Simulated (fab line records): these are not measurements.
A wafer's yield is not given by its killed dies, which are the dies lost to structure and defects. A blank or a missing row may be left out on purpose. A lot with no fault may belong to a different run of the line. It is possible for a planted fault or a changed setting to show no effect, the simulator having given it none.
The tool behind it: which one? | flow n5_finfet | 33 wafers from 11 lots sampled at 5 of the route's 1938 steps

## WHAT THE GAUGES READ, wafer by wafer
N5_BEOL_M0_CUTY_INSPECT_59: inspects for defects (macro).
lot  | measured     | on                | raw_defect_count
L077 | day 6 14:44  | defect_inspect-02 | 4 5 5
L079 | day 7 04:13  | defect_inspect-02 | 1 3 1
L081 | day 7 16:07  | defect_inspect-01 | 2 2 2
L083 | day 8 00:57  | defect_inspect-02 | 4 2 2
L085 | day 8 16:10  | defect_inspect-02 | 0 2 1
L087 | day 9 04:28  | defect_inspect-01 | 0 4 2
L089 | day 9 17:42  | defect_inspect-01 | 1 2 1
L091 | day 10 01:51 | defect_inspect-02 | 2 5 2
L093 | day 10 11:05 | defect_inspect-01 | 3 2 0
L095 | day 11 01:16 | defect_inspect-01 | 2 1 1
L097 | day 11 08:19 | defect_inspect-01 | 4 5 1

## WHAT TOOL EACH LOT RAN ON (gives the tool, then ch and the chambers of the sampled wafers, and finally the start)
lot  | N5_BEOL_M0_SAQP_SPACER1_ALD_98    | N5_BEOL_M0_SAQP_ETCH_107          | N5_BEOL_M0_SAQP_DESCUM_45          | N5_BEOL_M0_SAQP_ETCH_73
L077 | ald_sin-03 ch 0,1, day 6 09:38    | rie_diel-02 ch 0,1,2, day 6 11:05 | rie_diel-02 ch 0,2,3, day 6 12:38  | rie_diel-02 ch 0,2,3, day 6 12:41
L079 | ald_sin-02 ch 1,2,3, day 6 23:28  | rie_diel-02 ch 0,1,2, day 7 01:05 | rie_diel-05 ch 0,1,3, day 7 02:30  | rie_diel-05 ch 0,1,3, day 7 02:34
L081 | ald_sin-02 ch 0,1,2, day 7 11:46  | rie_diel-02 ch 0,3, day 7 13:20   | rie_diel-02 ch 0,2, day 7 14:45    | rie_diel-02 ch 0,2, day 7 14:48
L083 | ald_sin-02 ch 2,3, day 7 20:43    | rie_diel-02 ch 0,2,3, day 7 22:10 | rie_diel-02 ch 0,3, day 7 23:42    | rie_diel-02 ch 0,3, day 7 23:45
L085 | ald_sin-03 ch 1,2,3, day 8 10:02  | rie_diel-05 ch 0,2, day 8 11:29   | rie_diel-02 ch 0,2,3, day 8 13:34  | rie_diel-02 ch 0,2,3, day 8 13:37
L087 | ald_sin-03 ch 0,2, day 8 23:14    | rie_diel-04 ch 1,3, day 9 00:54   | rie_diel-05 ch 0,1,3, day 9 02:34  | rie_diel-05 ch 0,1,3, day 9 02:37
L089 | ald_sin-03 ch 0,1,3, day 9 12:13  | rie_diel-02 ch 1,2,3, day 9 13:43 | rie_diel-02 ch 0,2,3, day 9 15:12  | rie_diel-02 ch 0,2,3, day 9 15:15
L091 | ald_sin-03 ch 1,2,3, day 9 20:58  | rie_diel-05 ch 0,2,3, day 9 22:26 | rie_diel-04 ch 2,3, day 10 00:10   | rie_diel-04 ch 2,3, day 10 00:14
L093 | ald_sin-02 ch 0,1,3, day 10 06:28 | rie_diel-04 ch 0,2, day 10 08:05  | rie_diel-02 ch 1,2,3, day 10 09:44 | rie_diel-02 ch 1,2,3, day 10 09:47
L095 | ald_sin-04 ch 0,1,3, day 10 20:46 | rie_diel-04 ch 0,2, day 10 22:18  | rie_diel-02 ch 0,2,3, day 10 23:43 | rie_diel-02 ch 0,2,3, day 10 23:46
L097 | ald_sin-02 ch 0,3, day 11 03:35   | rie_diel-05 ch 0,1, day 11 05:04  | rie_diel-02 ch 0,1, day 11 07:05   | rie_diel-02 ch 0,1, day 11 07:09
- N5_BEOL_M0_SAQP_SPACER1_ALD_98: deposits SiO2, target thk 12.8 nm, pulse time 1 s, purge time 2 s.
- N5_BEOL_M0_SAQP_ETCH_107: etches SiNx in CH3F/O2, target depth 30 nm.
- N5_BEOL_M0_SAQP_DESCUM_45: chemistry O2, time 7 s.
- N5_BEOL_M0_SAQP_ETCH_73: etches SiARC in CF4, target depth 19.5 nm, time 32.5 s.

## THE ANSWER, worked out from the rows above alone
Rule: the lots themselves supply what counts as usual. Put in order of their means at a reading, lots are off if they are a third of the lots or fewer, leave a main group of 4 or more, and stand apart from it by a gap of 3 or more times the standard deviation of the main group's means; of several such gaps the widest counts. A main group is skipped when, at the precision printed for the reading in the tables above, its means are all equal. A lot without any number at a reading at which 4 lots or more have one is off too. The other lots that the step has rows for count as sound.
Nothing can be told from this: no lot is off at any reading shown.

## WHAT THE SIMULATOR PUT IN
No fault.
